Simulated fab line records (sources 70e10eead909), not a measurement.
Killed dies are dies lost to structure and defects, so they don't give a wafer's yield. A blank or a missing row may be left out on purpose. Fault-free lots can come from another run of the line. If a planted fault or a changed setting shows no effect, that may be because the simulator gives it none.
The tool behind it: which one? | flow nandHarc | 24 lots with 72 wafers sampled at 4 steps, on a route of 1302 steps

WHAT EACH GAUGE READ, for each wafer
NHARC_P_GATE_CD_MEAS_11 targets a cd of 1640 nm. Usual: cdNm reads 1639.5 nm (standard deviation 2).
lot  | measured     | on       | cdNm (nm)            | flag
L074 | day 4 15:41  | cdSem-03 | 1640.9 1641.4 1637.9 | 
L075 | day 4 20:55  | cdSem-02 | 1640.1 1641.3 1636.3 | 
L076 | day 5 04:28  | cdSem-03 | 1639.5 1640.4 1638.6 | 
L077 | day 5 14:14  | cdSem-01 | 1638.4 1640.7 1636.9 | 
L078 | day 6 04:49  | cdSem-01 | 1636.7 1641.0 1638.7 | 
L079 | day 6 09:24  | cdSem-03 | 1642.4 1635.0 1640.6 | 
L080 | day 6 21:34  | cdSem-03 | 1643.5 1638.8 1639.8 | 
L081 | day 7 16:25  | cdSem-02 | 1636.7 1637.6 1637.4 | 
L082 | day 7 22:23  | cdSem-01 | 1641.5 1639.4 1637.4 | 
L083 | day 8 05:08  | cdSem-01 | 1639.8 1640.3 1640.5 | 
L084 | day 8 12:41  | cdSem-02 | 1638.8 1641.2 1640.4 | 
L085 | day 9 00:30  | cdSem-03 | 1641.4 1639.2 1639.3 | 
L086 | day 9 05:19  | cdSem-03 | 1640.7 1644.4 1638.7 | 
L087 | day 10 09:20 | cdSem-02 | 1639.9 1638.1 1636.4 | 
L088 | day 10 09:31 | cdSem-02 | 1641.1 1636.2 1637.2 | 
L089 | day 10 09:11 | cdSem-01 | 1638.1 1638.3 1638.5 | 
L090 | day 11 00:08 | cdSem-01 | 1639.3 1640.6 1637.0 | 
L091 | day 11 13:31 | cdSem-02 | 1638.5 1639.7 1642.3 | 
L092 | day 11 20:43 | cdSem-02 | 1638.6 1640.6 1641.4 | 
L093 | day 12 09:04 | cdSem-02 | 1641.9 1638.6 1640.3 | 
L094 | day 12 23:03 | cdSem-03 | 1637.2 1641.2 1637.7 | 
L095 | day 12 23:13 | cdSem-02 | 1641.6 1641.5 1638.9 | 
L096 | day 13 12:14 | cdSem-02 | 1641.5 1640.4 1641.6 | 
L097 | day 13 19:36 | cdSem-03 | 1637.8 1638.4 1640.9 | 

NHARC_P_GATE_CD_MEAS_26 targets a cd of 120 nm. Usual: cdNm reads 120.1 nm (standard deviation 0.69).
lot  | measured     | on       | cdNm (nm)         | flag
L074 | day 5 05:37  | cdSem-01 | 120.6 120.6 119.1 | 
L075 | day 5 13:52  | cdSem-02 | 119.9 121.1 119.5 | 
L076 | day 5 18:35  | cdSem-03 | 120.0 120.4 119.7 | 
L077 | day 6 06:05  | cdSem-03 | 120.0 120.6 120.0 | 
L078 | day 6 19:31  | cdSem-02 | 121.2 120.1 119.9 | 
L079 | day 6 23:14  | cdSem-01 | 120.2 119.9 118.8 | 
L080 | day 7 11:14  | cdSem-02 | 122.0 120.3 121.2 | 
L081 | day 8 06:36  | cdSem-02 | 119.5 119.4 119.8 | 
L082 | day 8 13:00  | cdSem-03 | 120.9 120.9 121.0 | 
L083 | day 8 20:47  | cdSem-03 | 120.1 119.3 118.8 | 
L084 | day 9 04:38  | cdSem-02 | 120.2 120.2 120.1 | 
L085 | day 9 16:50  | cdSem-03 | 120.2 120.0 120.6 | 
L086 | day 9 21:13  | cdSem-01 | 119.9 119.6 119.9 | 
L087 | day 10 23:59 | cdSem-01 | 120.0 119.7 120.9 | 
L088 | day 10 23:39 | cdSem-01 | 120.0 119.6 120.2 | 
L089 | day 10 23:04 | cdSem-01 | 120.2 120.0 119.3 | 
L090 | day 11 19:50 | cdSem-02 | 119.9 120.3 119.7 | 
L091 | day 12 03:45 | cdSem-02 | 119.6 119.0 119.9 | 
L092 | day 12 10:32 | cdSem-01 | 120.7 120.9 119.1 | 
L093 | day 12 23:23 | cdSem-01 | 120.3 120.5 119.7 | 
L094 | day 13 15:38 | cdSem-02 | 119.7 121.4 121.2 | 
L095 | day 13 15:00 | cdSem-01 | 120.6 118.8 121.4 | 
L096 | day 14 08:23 | cdSem-03 | 120.5 120.3 120.6 | 
L097 | day 14 12:40 | cdSem-02 | 119.5 121.3 120.8 | 

NHARC_P_GATE_INSPECT_28. Usual: rawDefectCount reads 7 (standard deviation 3.2).
lot  | measured     | on               | rawDefectCount | flag
L074 | day 5 05:44  | defectInspect-02 | 11 9 15        | 
L075 | day 5 13:59  | defectInspect-02 | 11 8 5         | 
L076 | day 5 18:43  | defectInspect-01 | 1 4 6          | 
L077 | day 6 06:12  | defectInspect-02 | 9 7 4          | 
L078 | day 6 19:39  | defectInspect-02 | 7 3 8          | 
L079 | day 6 23:22  | defectInspect-02 | 6 3 4          | 
L080 | day 7 11:21  | defectInspect-01 | 11 9 13        | 
L081 | day 8 06:43  | defectInspect-02 | 6 11 9         | 
L082 | day 8 13:07  | defectInspect-01 | 7 7 9          | 
L083 | day 8 20:55  | defectInspect-01 | 5 4 5          | 
L084 | day 9 04:46  | defectInspect-02 | 3 0 9          | 
L085 | day 9 16:58  | defectInspect-02 | 3 5 7          | 
L086 | day 9 21:20  | defectInspect-01 | 10 6 10        | 
L087 | day 11 00:07 | defectInspect-02 | 8 7 2          | 
L088 | day 10 23:46 | defectInspect-02 | 4 6 2          | 
L089 | day 10 23:11 | defectInspect-02 | 3 5 5          | 
L090 | day 11 19:57 | defectInspect-02 | 8 5 3          | 
L091 | day 12 03:53 | defectInspect-02 | 6 7 5          | 
L092 | day 12 10:40 | defectInspect-02 | 7 8 18         | 
L093 | day 12 23:31 | defectInspect-02 | 8 9 8          | 
L094 | day 13 15:46 | defectInspect-02 | 2 9 9          | 
L095 | day 13 15:07 | defectInspect-02 | 6 10 7         | 
L096 | day 14 08:31 | defectInspect-01 | 6 4 5          | 
L097 | day 14 12:47 | defectInspect-02 | 9 4 7          | 

WHICH TOOL RAN EACH LOT (tool, then ch and the chambers of the sampled wafers, then the start)
lot  | NHARC_P_STI_ETCH_15
L074 | rieSi-05 ch 0,1,3, day 3 01:56
L075 | rieSi-02 ch 0,1,2, day 3 10:38
L076 | rieSi-05 ch 1,2,3, day 3 17:01
L077 | rieSi-03 ch 0,1,3, day 4 01:37
L078 | rieSi-05 ch 1,3, day 4 11:35
L079 | rieSi-03 ch 1,2,3, day 4 22:31
L080 | rieSi-05 ch 0,2, day 5 09:19
L081 | rieSi-05 ch 0,1,3, day 5 21:48
L082 | rieSi-03 ch 2,3, day 6 05:08
L083 | rieSi-02 ch 1,2,3, day 6 14:29
L084 | rieSi-05 ch 1,2,3, day 7 00:38
L085 | rieSi-02 ch 0,2,3, day 7 11:46
L086 | rieSi-05 ch 0,1,3, day 7 19:11
L087 | rieSi-05 ch 0,1,2, day 8 10:54
L088 | rieSi-02 ch 1,2, day 8 17:46
L089 | rieSi-05 ch 0,2, day 9 01:09
L090 | rieSi-05 ch 0,2,3, day 9 11:29
L091 | rieSi-05 ch 1,2,3, day 9 22:41
L092 | rieSi-05 ch 0,1,3, day 10 07:27
L093 | rieSi-02 ch 0,1, day 10 20:49
L094 | rieSi-02 ch 1,2,3, day 11 07:09
L095 | rieSi-03 ch 2,3, day 11 15:41
L096 | rieSi-05 ch 0,3, day 12 00:33
L097 | rieSi-05 ch 0,1,3, day 12 08:58
- NHARC_P_STI_ETCH_15: etches the open film in HBr/Cl2, target depth 300 nm, time 100.1 s.

AS READ BY THE TOOLS THEMSELVES (means over the sampled wafers that have a number; for cases with no such wafer, the mark the record gives instead)
NHARC_P_STI_ETCH_15. Usual: drypumpMotorCurrentA 6.1 A, standard deviation 0.41; mfcCl2Sccm 49.99 sccm, standard deviation 0.16; oesProductAu 1.004 a.u., standard deviation 0.012; throttleValvePct 26.406 %, standard deviation 0.01.
lot  | tool     | drypumpMotorCurrentA (A) | mfcCl2Sccm (sccm) | oesProductAu (a.u.) | throttleValvePct (%) | flag
L074 | rieSi-05 | 6.0                      | 49.87             | 1.012               | 26.419               | 
L075 | rieSi-02 | 5.7                      | 49.92             | 1.009               | 26.397               | 
L076 | rieSi-05 | 6.0                      | 49.98             | 0.994               | 26.391               | 
L077 | rieSi-03 | 6.2                      | 50.05             | 0.999               | 26.408               | 
L078 | rieSi-05 | 5.9                      | 50.01             | 0.990               | 26.415               | 
L079 | rieSi-03 | 6.0                      | 49.99             | 1.004               | 26.400               | 
L080 | rieSi-05 | 6.4                      | 49.92             | 0.995               | 26.401               | 
L081 | rieSi-05 | 6.1                      | 49.82             | 1.001               | 26.400               | 
L082 | rieSi-03 | 5.9                      | 50.20             | 1.005               | 26.405               | 
L083 | rieSi-02 | 6.3                      | 50.02             | 1.014               | 26.402               | 
L084 | rieSi-05 | 6.0                      | 49.98             | 1.007               | 26.412               | 
L085 | rieSi-02 | 5.8                      | 49.86             | 1.012               | 26.411               | 
L086 | rieSi-05 | 6.1                      | 50.03             | 1.002               | 26.407               | 
L087 | rieSi-05 | 6.1                      | 50.03             | 1.009               | 26.403               | 
L088 | rieSi-02 | 6.0                      | 50.05             | 1.018               | 26.411               | 
L089 | rieSi-05 | 6.5                      | 49.98             | 0.994               | 26.417               | 
L090 | rieSi-05 | 6.3                      | 49.93             | 1.008               | 26.407               | 
L091 | rieSi-05 | 6.0                      | 50.07             | 1.014               | 26.398               | 
L092 | rieSi-05 | 6.1                      | 50.07             | 0.999               | 26.410               | 
L093 | rieSi-02 | 5.5                      | 50.05             | 0.996               | 26.406               | 
L094 | rieSi-02 | 6.3                      | 49.95             | 1.005               | 26.403               | 
L095 | rieSi-03 | 5.9                      | 49.90             | 1.003               | 26.404               | 
L096 | rieSi-05 | 6.4                      | 49.84             | 1.002               | 26.401               | 
L097 | rieSi-05 | 6.1                      | 50.02             | 0.997               | 26.407               | 

THE ANSWER, worked out from the rows above alone
Rule: take the mean of a lot's wafers that have a number; if it is more than 3 standard deviations from the usual mean, the lot is off. Also off: a lot with no number at a reading for which 4 or more lots have one. Any other lot the step has rows for is counted as sound. First the gauges in route order, then the tools' own readings, where a lot's mean is used as printed above. The first step at which some lot is off is used, and at that step the reading that is off furthest; a lot without a number counts as furthest.
None of the lots is off at any reading shown; this tells nothing.

WHAT WAS PUT IN BY THE SIMULATOR
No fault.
